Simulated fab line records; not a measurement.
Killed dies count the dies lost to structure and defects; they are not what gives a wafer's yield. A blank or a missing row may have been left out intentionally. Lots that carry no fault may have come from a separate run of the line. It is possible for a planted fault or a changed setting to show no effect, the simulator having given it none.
Split-lot trial ; flow n5-finfet ; route with 1938 steps; 7 lots, 21 wafers read

## THE SPLIT
At N5_BEOL_M5_VIA_ETCH_34 (etches SiCOH lowk in C4F6/O2, target depth 88.3 nm, time 39.2 s), the setting bias-w was moved away from the recipe's 185 W on 3 of the 21 wafers read, by -14.1% to +9.2%. The other wafers ran this setting at the recipe's value.

The reading comes from the split's own step.

## THE READING
rf-vpp-V, in V, at N5_BEOL_M5_VIA_ETCH_34 (etches SiCOH lowk in C4F6/O2, target depth 88.3 nm, time 39.2 s). Fault-free wafers of this fab line usually give 674 V, standard deviation 8.7 V.

wafer;tool, chamber at the split;bias-w as run, W;against the recipe;rf-vpp-V, V;against lot-mates on the recipe
L077.2;rie-diel-02, 2;185;recipe;671;-
L077.3;rie-diel-02, 3;202.1;+9.2%;714;+42
L077.6;rie-diel-02, 0;185;recipe;674;-
L081.1;rie-diel-02, 1;185;recipe;670;-
L081.4;rie-diel-02, 1;185;recipe;670;-
L081.5;rie-diel-02, 3;185;recipe;663;-
L082.1;rie-diel-02, 3;185;recipe;666;-
L082.5;rie-diel-02, 3;185;recipe;663;-
L082.6;rie-diel-02, 1;185;recipe;671;-
L087.1;rie-diel-03, 3;159;-14.1%;609;-76
L087.4;rie-diel-03, 0;159;-14.1%;604;-81
L087.5;rie-diel-03, 3;185;recipe;685;-
L089.1;rie-diel-03, 1;185;recipe;664;-
L089.3;rie-diel-03, 0;185;recipe;683;-
L089.5;rie-diel-03, 0;185;recipe;681;-
L091.1;rie-diel-03, 2;185;recipe;676;-
L091.2;rie-diel-03, 3;185;recipe;686;-
L091.6;rie-diel-03, 0;185;recipe;683;-
L096.1;rie-diel-03, 0;185;recipe;683;-
L096.4;rie-diel-03, 1;185;recipe;664;-
L096.5;rie-diel-03, 0;185;recipe;685;-

FIT RESULTS
A straight line over all 21 wafers: rf-vpp-V changes by +4.72 V for each +1% of bias-w; r = +0.94; the points scatter about the line by 8.2 V.
The same after taking each lot's own level away (the mean of its wafers on the recipe; 21 wafers): +5.36 V for each +1%; r = +0.97; scatter 6.1 V.
Per that fit: largest bias-w move, reading shift of 75 V.
From 666.7 to 685.0 V: that is the span of the lots' own levels, equal to 2.1 times the standard deviation above.
Thus the slope moves with the lot-to-lot level: the two fits are different.
Check: -76.1 V against its lot-mates is what the line predicts for one of the wafers moved furthest among these (-14.1%) when that wafer is left out of the fit. Against them it came out at -76 V.
Tool readings at the split's step, against how far the setting was moved: rf-vpp-V r = +0.94.

## THESE WAFERS: OTHER SPLITS
These wafers also went through other splits before the reading. Each is held against what the fit with the lots' levels taken away leaves over:
other split on the same wafers;wafers away from the commonest value;r with rf-vpp-V (lot level and that fit taken away)
N5_BEOL_M4_COAT_62 spin-rpm;5;+0.14
N5_BEOL_M5_COAT_05 spin-rpm;2;+0.20
N5_BEOL_M5_ETCH_72 bias-w;5;-0.33

## FILE'S OWN FIT
rf-vpp-V changes by +5.25 V for each +1% of bias-w, r = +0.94.
